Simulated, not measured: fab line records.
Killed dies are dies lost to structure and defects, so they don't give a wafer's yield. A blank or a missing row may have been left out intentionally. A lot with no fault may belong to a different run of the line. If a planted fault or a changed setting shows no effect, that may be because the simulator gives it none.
A struck lot beside a sound one -- flow nand_harc -- 15 out of 1302 route steps
Sound: the wafers L158.1, L158.2, L158.5. Wafers L153.3, L153.4, L153.6 were the ones struck. The cause is named last.
At each step with rows: each side's tool, then ch and its chambers, then its first start. Under that, the readings that differ: sound wafers -- struck wafers -- difference of the means -- sigmas: that difference in standard deviations of wafers without a fault.
alike: same words and numbers on both sides, and readings whose means sit less than 2 such deviations apart. not compared: any withheld reading, any reading some wafer has no value for, any bound like >300 that may hide the same value, and any number with overlapping values for which the record gives no deviation.
Wherever a step has rows on one side only, a row that says differs or no value, or a row with sigmas, the two part there. Non-overlapping numbers with no deviation appear without sigmas and do not part them. A reading missing from all wafers of one side parts the sides only when that side holds two or more wafers.

first, 1 step without rows for these wafers: NHARC_A_CHANNEL_HOLE_D2_SRD_30.
NHARC_A_CHANNEL_HOLE_D2_CD_MEAS_31:
  sound: cd_sem-02 at day 21 06:02; struck: cd_sem-02 at day 18 14:33
  alike: cd_nm
following that, these wafers have no rows for 1 step: NHARC_A_CHANNEL_HOLE_D2_XSEM_32.
NHARC_A_CHANNEL_HOLE_D2_INSPECT_40:
  sound: defect_inspect-02 at day 21 06:13; struck: defect_inspect-02 at day 18 14:44
reading,sound,struck,difference,sigmas
raw_defect_count,441 448 335,286 151 170,-206,-3
then, 2 steps without rows for these wafers: NHARC_A_CHANNEL_FILL_D2_PRECLEAN_00 (cleans in SC1); NHARC_A_CHANNEL_FILL_D2_SRD_01.
NHARC_A_CHANNEL_FILL_D2_ALD_02: deposits SiO2, target thk 6 nm, pulse time 10 s, ald cycles 60.
  sound on ald_hk-04 ch 0,2,3, day 21 06:25; struck on ald_hk-04 ch 0,1,3, day 18 15:04
  alike: heater_power_w, precursor_pulse_height_rel
NHARC_A_CHANNEL_FILL_D2_ALD_03: deposits SiNx, target thk 6 nm, pulse time 60 s, ald cycles 58.
  sound: ald_sin_batch-02 ch 0; struck: ald_sin_batch-02 ch 0
  alike: precursor_pulse_height_rel
then, 1 step without rows for these wafers: NHARC_A_CHANNEL_FILL_D2_ALD_14 (deposits SiO2, target thk 2.5 nm, pulse time 10 s, ald cycles 25).
NHARC_A_CHANNEL_FILL_D2_ALD_15: deposits SiNx, target thk 2 nm, pulse time 60 s, ald cycles 19.
  sound: ald_sin_batch-02 ch 0; struck: ald_sin_batch-03 ch 0
  alike: precursor_pulse_height_rel
NHARC_A_CHANNEL_FILL_D2_ALD_16: deposits SiO2, target thk 1.5 nm, pulse time 10 s, ald cycles 15.
  sound on ald_hk-01 ch 0,3, day 21 19:02; struck on ald_hk-03 ch 1,2,3, day 19 03:08
  alike: heater_power_w, precursor_pulse_height_rel
then, 1 step without rows for these wafers: NHARC_A_CHANNEL_FILL_D2_ANNEAL_17 (time 1800 s).
NHARC_A_CHANNEL_FILL_D2_CVD_18: deposits poly-Si, target thk 3 nm.
  sound on lpcvd_poly-04 ch 0, day 22 05:26; struck on lpcvd_poly-03 ch 0, day 19 15:01
reading,sound,struck,difference,sigmas
zone_power_bottom_pct (%),10.9 10.9 10.7,9.0 9.2 9.1,-1.7,-2
zone_power_upper_pct (%),6.79 6.94 6.81,7.40 7.48 7.27,+0.54,+2
NHARC_A_CHANNEL_FILL_D2_ETCHBACK_19: etches the open film in HBr/Cl2, target depth 5 nm, time 1.7 s.
  sound on rie_si-04 ch 0,2,3, day 22 07:32; struck on rie_si-03 ch 0,2, day 19 17:28
reading,sound,struck,difference,sigmas
drypump_motor_current_A (A),5.6 5.9 6.4,5.1 5.2 5.1,-0.8,-2
  alike: mfc_cl2_sccm, oes_product_au, throttle_valve_pct
  not compared: rf_hours_counter_h
-- break in the record here, with 10 days between the starts of the struck wafers on either side (left off in module A_CHANNEL_FILL_D2, picked up again in module END, where the first step shown is number 1302 on the route) --
NHARC_END_SORT_01:
  at this point the record logs the struck wafers (prober-02 ch 0, day 29 11:59) and has no rows for the sound ones

== WHERE THEY PART ==
At NHARC_A_CHANNEL_HOLE_D2_INSPECT_40 first; at NHARC_END_SORT_01 last (within this record only).

WHY: what had been put in by the simulator
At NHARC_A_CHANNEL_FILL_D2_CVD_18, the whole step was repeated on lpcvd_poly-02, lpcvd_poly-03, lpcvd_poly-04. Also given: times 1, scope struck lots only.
